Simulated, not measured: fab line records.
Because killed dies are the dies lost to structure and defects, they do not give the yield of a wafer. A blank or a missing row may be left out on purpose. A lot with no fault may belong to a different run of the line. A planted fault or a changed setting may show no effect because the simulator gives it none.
Lot-split experiment / flow n5_finfet / on a route of 1938 steps: 7 lots, 21 wafers read

## ON THE SPLIT
At N5_BEOL_M10_TRENCH_ETCH_37 (etches SiCOH lowk in C4F6/O2, target depth 148.83 nm, time 48 s), the setting time_s was moved away from the recipe's 48 s on 7 of the 21 wafers read, by -16.8% to +19.6%. This setting was run at the recipe's value on the other wafers.

## FROM THE SPLIT TO THE READING: what the file shows between them, 11 steps
- N5_BEOL_M10_ETCH_41: etches SiCN in CH3F/O2, target depth 42.6 nm, time 86 s (also split here: source_w)
- N5_BEOL_M10_STRIP_77: strips in N2/H2, time 10 s
- N5_BEOL_M10_OCD_MEAS_38
- N5_BEOL_M10_HM_STRIP_39: strips TiN in peroxide tin strip, target depth 25 nm, time 158 s
- N5_BEOL_M10_SRD_40: time 30 s
- N5_BEOL_M10_ECD_50: material Cu, target thk 318 nm
- N5_BEOL_M10_ANNEAL_51: time 90 s
- N5_BEOL_M10_CMP_52: polishes, stops on SiCOH lowk, t overpolish 7 s, target thk 140 nm
- N5_BEOL_M10_THK_MEAS_53: measures by xrf
- N5_BEOL_M10_PRE_CLEAN_55: time 15 s
- N5_BEOL_M10_DEP_56: deposits SiCN from 3MS/NH3, target thk 15 nm, time 26.5 s

## THE READING
M10_RS in ohm/sq, measured at N5_BEOL_M10_RS_MEAS_57 by four-point-probe. A value of 0.1498 ohm/sq with a standard deviation of 0.0022 ohm/sq is what fault-free wafers of this fab line usually give.

wafer=L081.1; tool, chamber at the split=rie_diel-03, 0; time_s as run, s=48; against the recipe=recipe; M10_RS, ohm/sq=0.1494; against lot-mates on the recipe=-
wafer=L081.2; tool, chamber at the split=rie_diel-03, 3; time_s as run, s=50.77; against the recipe=+5.8%; M10_RS, ohm/sq=0.1416; against lot-mates on the recipe=-0.0078
wafer=L081.6; tool, chamber at the split=rie_diel-03, 1; time_s as run, s=50.77; against the recipe=+5.8%; M10_RS, ohm/sq=0.1388; against lot-mates on the recipe=-0.0106
wafer=L083.1; tool, chamber at the split=rie_diel-05, 1; time_s as run, s=48; against the recipe=recipe; M10_RS, ohm/sq=0.1488; against lot-mates on the recipe=-
wafer=L083.2; tool, chamber at the split=rie_diel-05, 0; time_s as run, s=48; against the recipe=recipe; M10_RS, ohm/sq=0.1504; against lot-mates on the recipe=-
wafer=L083.4; tool, chamber at the split=rie_diel-05, 2; time_s as run, s=48; against the recipe=recipe; M10_RS, ohm/sq=0.1516; against lot-mates on the recipe=-
wafer=L088.1; tool, chamber at the split=rie_diel-03, 3; time_s as run, s=45.18; against the recipe=-5.9%; M10_RS, ohm/sq=0.1618; against lot-mates on the recipe=+0.0134
wafer=L088.5; tool, chamber at the split=rie_diel-03, 2; time_s as run, s=45.18; against the recipe=-5.9%; M10_RS, ohm/sq=0.1597; against lot-mates on the recipe=+0.0113
wafer=L088.6; tool, chamber at the split=rie_diel-03, 1; time_s as run, s=48; against the recipe=recipe; M10_RS, ohm/sq=0.1484; against lot-mates on the recipe=-
wafer=L090.2; tool, chamber at the split=rie_diel-04, 3; time_s as run, s=48; against the recipe=recipe; M10_RS, ohm/sq=0.1452; against lot-mates on the recipe=-
wafer=L090.3; tool, chamber at the split=rie_diel-04, 0; time_s as run, s=48; against the recipe=recipe; M10_RS, ohm/sq=0.1452; against lot-mates on the recipe=-
wafer=L090.4; tool, chamber at the split=rie_diel-04, 1; time_s as run, s=48; against the recipe=recipe; M10_RS, ohm/sq=0.1508; against lot-mates on the recipe=-
wafer=L093.2; tool, chamber at the split=rie_diel-04, 2; time_s as run, s=57.39; against the recipe=+19.6%; M10_RS, ohm/sq=0.1222; against lot-mates on the recipe=-0.0252
wafer=L093.3; tool, chamber at the split=rie_diel-04, 0; time_s as run, s=48; against the recipe=recipe; M10_RS, ohm/sq=0.1474; against lot-mates on the recipe=-
wafer=L093.4; tool, chamber at the split=rie_diel-04, 1; time_s as run, s=57.39; against the recipe=+19.6%; M10_RS, ohm/sq=0.1218; against lot-mates on the recipe=-0.0256
wafer=L091.2; tool, chamber at the split=rie_diel-05, 0; time_s as run, s=39.92; against the recipe=-16.8%; M10_RS, ohm/sq=0.1870; against lot-mates on the recipe=+0.0393
wafer=L091.3; tool, chamber at the split=rie_diel-05, 2; time_s as run, s=48; against the recipe=recipe; M10_RS, ohm/sq=0.1486; against lot-mates on the recipe=-
wafer=L091.5; tool, chamber at the split=rie_diel-05, 1; time_s as run, s=48; against the recipe=recipe; M10_RS, ohm/sq=0.1468; against lot-mates on the recipe=-
wafer=L092.3; tool, chamber at the split=rie_diel-04, 0; time_s as run, s=48; against the recipe=recipe; M10_RS, ohm/sq=0.1473; against lot-mates on the recipe=-
wafer=L092.4; tool, chamber at the split=rie_diel-04, 2; time_s as run, s=48; against the recipe=recipe; M10_RS, ohm/sq=0.1491; against lot-mates on the recipe=-
wafer=L092.6; tool, chamber at the split=rie_diel-04, 3; time_s as run, s=48; against the recipe=recipe; M10_RS, ohm/sq=0.1468; against lot-mates on the recipe=-

FIT RESULTS
A straight line over all 21 wafers: M10_RS changes by -0.00165 ohm/sq for each +1% of time_s; r = -0.97; the points scatter about the line by 0.0034 ohm/sq.
The same after taking each lot's own level away (the mean of its wafers on the recipe; 21 wafers): -0.00164 ohm/sq for each +1%; r = -0.96; scatter 0.0035 ohm/sq.
According to that fit, moving time_s by its largest amount changes the reading by 0.032 ohm/sq.
The lots' own levels span 0.14707 to 0.15027 ohm/sq, that is 1.5 times the standard deviation above.
So the lot-to-lot level changes the slope little: the two slopes agree.
Check: for one of the wafers moved furthest among these (+19.6%), held out of the fit, the line's prediction against its lot-mates is -0.0333 ohm/sq. It came out at -0.0252 ohm/sq against them.

## THESE WAFERS: OTHER SPLITS
Other splits were also applied to these wafers ahead of the reading. Each is held against what the fit with the lots' levels taken away leaves over:
other split on the same wafers=N5_BEOL_M9_COAT_22 spin_rpm; wafers away from the commonest value=9; r with M10_RS (lot level and that fit taken away)=-0.26
other split on the same wafers=N5_BEOL_M10_ETCH_41 source_w; wafers away from the commonest value=6; r with M10_RS (lot level and that fit taken away)=+0.46

## THE WHOLE CHAIN: every reading that the file lists as answering this split, in the file's order
step=N5_BEOL_M10_TRENCH_ETCH_37; what it does=etches SiCOH lowk in C4F6/O2, target depth 148.83 nm, time 48 s; reading=etch.depth_nm (the simulator's own value, which no gauge read); change (the file's fit)=+1.46 nm for each +1% of the setting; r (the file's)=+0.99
step=N5_BEOL_M10_TRENCH_ETCH_37; what it does=etches SiCOH lowk in C4F6/O2, target depth 148.83 nm, time 48 s; reading=BEOL_M10.feature_depth_nm (the simulator's own value, which no gauge read); change (the file's fit)=+1.46 nm for each +1% of the setting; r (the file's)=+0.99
step=N5_BEOL_M10_TRENCH_ETCH_37; what it does=etches SiCOH lowk in C4F6/O2, target depth 148.83 nm, time 48 s; reading=TiN_of_BEOL_M10_HM_DEP_02.thk_nm (the simulator's own value, which no gauge read); change (the file's fit)=-0.0298 nm for each +1% of the setting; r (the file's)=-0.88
step=N5_BEOL_M10_OCD_MEAS_38; what it does=; reading=trench_depth_nm; change (the file's fit)=+1.44 nm for each +1% of the setting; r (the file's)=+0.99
step=N5_BEOL_M10_CMP_52; what it does=polishes, stops on SiCOH lowk, t overpolish 7 s, target thk 140 nm; reading=Cu_of_BEOL_M10_ECD_50.thk_nm (the simulator's own value, which no gauge read); change (the file's fit)=+1.49 nm for each +1% of the setting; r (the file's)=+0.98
step=N5_BEOL_M10_THK_MEAS_53; what it does=measures by xrf; reading=M10_THK; change (the file's fit)=+1.47 for each +1% of the setting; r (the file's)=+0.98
step=N5_BEOL_M10_RS_MEAS_57; what it does=measures by four-point-probe; reading=M10_RS; change (the file's fit)=-0.00175 for each +1% of the setting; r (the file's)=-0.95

## FILE'S OWN FIT
M10_RS changes by -0.00175 ohm/sq for each +1% of time_s, r = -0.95.
